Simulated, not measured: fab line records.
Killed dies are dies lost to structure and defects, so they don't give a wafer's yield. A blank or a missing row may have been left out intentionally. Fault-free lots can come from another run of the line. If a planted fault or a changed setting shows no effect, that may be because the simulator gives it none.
Problem report, 8D (eight disciplines) form, completed by code | flow n5_finfet | the parts of the form that need people (team, actions taken, sign-off) are left out
Where a reading is given only as a bound, like >300, the bound stands for it, and a mean or a difference that rests on one is marked > or <: the true number lies beyond.

## 1. THE ISSUE
raw_defect_count at N5_BEOL_M0_SAQP_INSPECT_42 reads a mean of 1501 on 4 wafers of 2 lots; wafers without a fault read 254 with a standard deviation of 83. Relative to the usual mean, that is a shift of +15 standard deviations.
The step: inspects for defects (brightfield).
First seen on wafer L312.3, day 7 04:38, on defect_inspect-02. Wafers with a number at this step in the record: 24, from 8 lots. The rule behind "out" and "out of limits": a value lying over 4 standard deviations away from the usual mean. Any other wafer with a number is counted as sound.

## 2. WHAT IT IS, WHAT IT ISN'T
question                    | is                                   | is not
which readings at this step | raw_defect_count                     | -
which lots                  | L312, L313                           | L307, L308, L326, L327, L328, L329
which wafers of those lots  | L312.3, L312.6, L313.2, L313.6       | L312.4, L313.5
read on which gauges        | defect_inspect-01, defect_inspect-02 | -
when                        | from day 7 04:38                     | up to then (7 sound wafers); but 13 sound wafers of L313, L326, L327, L328, L329 came after

## 3. SUSPECTS, AND WHAT RULES EACH OUT
Counting: if a tool at a process step up to the reading ran every lot that is out, it stays a suspect. Sound lots after the first of them don't rule it out here, since some wafers of a struck lot are sound.
- ruled out: the gauge at N5_BEOL_M0_SAQP_INSPECT_42. Those wafers that are out were read across 2 gauges (defect_inspect-01, defect_inspect-02).
- rie_diel-02 at N5_BEOL_M0_SAQP_STRIP_86 (strips in N2/H2): kept. Ran every lot that is out, first one L312 (day 7 00:38); last sound lot up to then L308 (day 6 00:55).
- rie_si-05 at N5_BEOL_M0_SAQP_MANDREL_ETCH_103 (etches a-Si in HBr/Cl2, stops on SiCN, target depth 45 nm, bt time 10 s, time 27 s): kept. It ran every lot that is out, first L312 (day 7 02:39).
- At N5_BEOL_M0_SAQP_STRIP_86, inside rie_diel-02: chamber 0 took the wafers that are out, while their sound lot-mates went through chambers 2, 3.
Remaining after the count are rie_diel-02 at N5_BEOL_M0_SAQP_STRIP_86 and rie_si-05 at N5_BEOL_M0_SAQP_MANDREL_ETCH_103.

## 4. THE CAUSE (what the simulator had put in)
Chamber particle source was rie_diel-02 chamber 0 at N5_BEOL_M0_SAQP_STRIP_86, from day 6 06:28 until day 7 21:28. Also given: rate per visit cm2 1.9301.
2 suspects survive the count, and this tool is in that group.

## 5. THE CHAIN OF EFFECTS, in route order
Each row: a reading whose mean over the struck wafers that have a number lies more than 3 standard deviations from the usual. Only readings whose record carries a usual standard deviation are examined. hours: median over the lots of the time between each lot's start at the first step of this table that gives one and its start at this step. sigmas: the change, counted in usual standard deviations.
hours | step                       | reading              | usual  | on struck wafers | change | sigmas
0     | N5_BEOL_M0_SAQP_INSPECT_42 | raw_defect_count     | 254    | 1501             | +1247  | +15
1     | N5_BEOL_M0_CUTY_INSPECT_59 | raw_defect_count     | 2.0    | >300             | >+298  | +99 or more
192   | N5_PASSIVATION_PROBE_49    | defect_limited_yield | 90.9 % | 86.2             | -4.7   | -3.6
192   | N5_PASSIVATION_PROBE_49    | killed_at_M0_to_M3   | 36     | 94               | +58    | +5.3
192   | N5_PASSIVATION_PROBE_49    | killed_dies          | 107    | 162              | +55    | +3.5
192   | N5_PASSIVATION_PROBE_49    | killed_on_rim        | 14     | 33               | +19    | +4.8
192   | N5_PASSIVATION_PROBE_49    | sort_bin_5_function  | 5.4 %  | 8.1              | +2.7   | +3.2
192   | N5_PASSIVATION_PROBE_49    | sort_n_pass          | 1073   | 1018             | -55    | -3.5
192   | N5_PASSIVATION_PROBE_49    | sort_yield_pct       | 90.9 % | 86.2             | -4.7   | -3.6
Here are the process steps it includes:
- N5_PASSIVATION_PROBE_49
Later steps that measure or inspect, where all struck wafers having a row at the step show a number for every such reading and not one has moved that far: N5_BEOL_M4_RC_MEAS_101.

## 6. WHAT WOULD HAVE CAUGHT IT SOONER
Counted from the fault's start at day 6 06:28, it took 22 hours until the first out-of-limits reading at a measuring or inspecting step in this record, taken at day 7 04:38.
Tool readings at N5_BEOL_M0_SAQP_STRIP_86 with a usual standard deviation given in the record: none out on any struck wafer, hence no alarm at a limit of 4 standard deviations on them.
Among the 2 lots that are out, L313 began N5_BEOL_M0_SAQP_STRIP_86 on rie_diel-02 after day 7 04:38. It would have been spared by a hold on the tool at that moment.
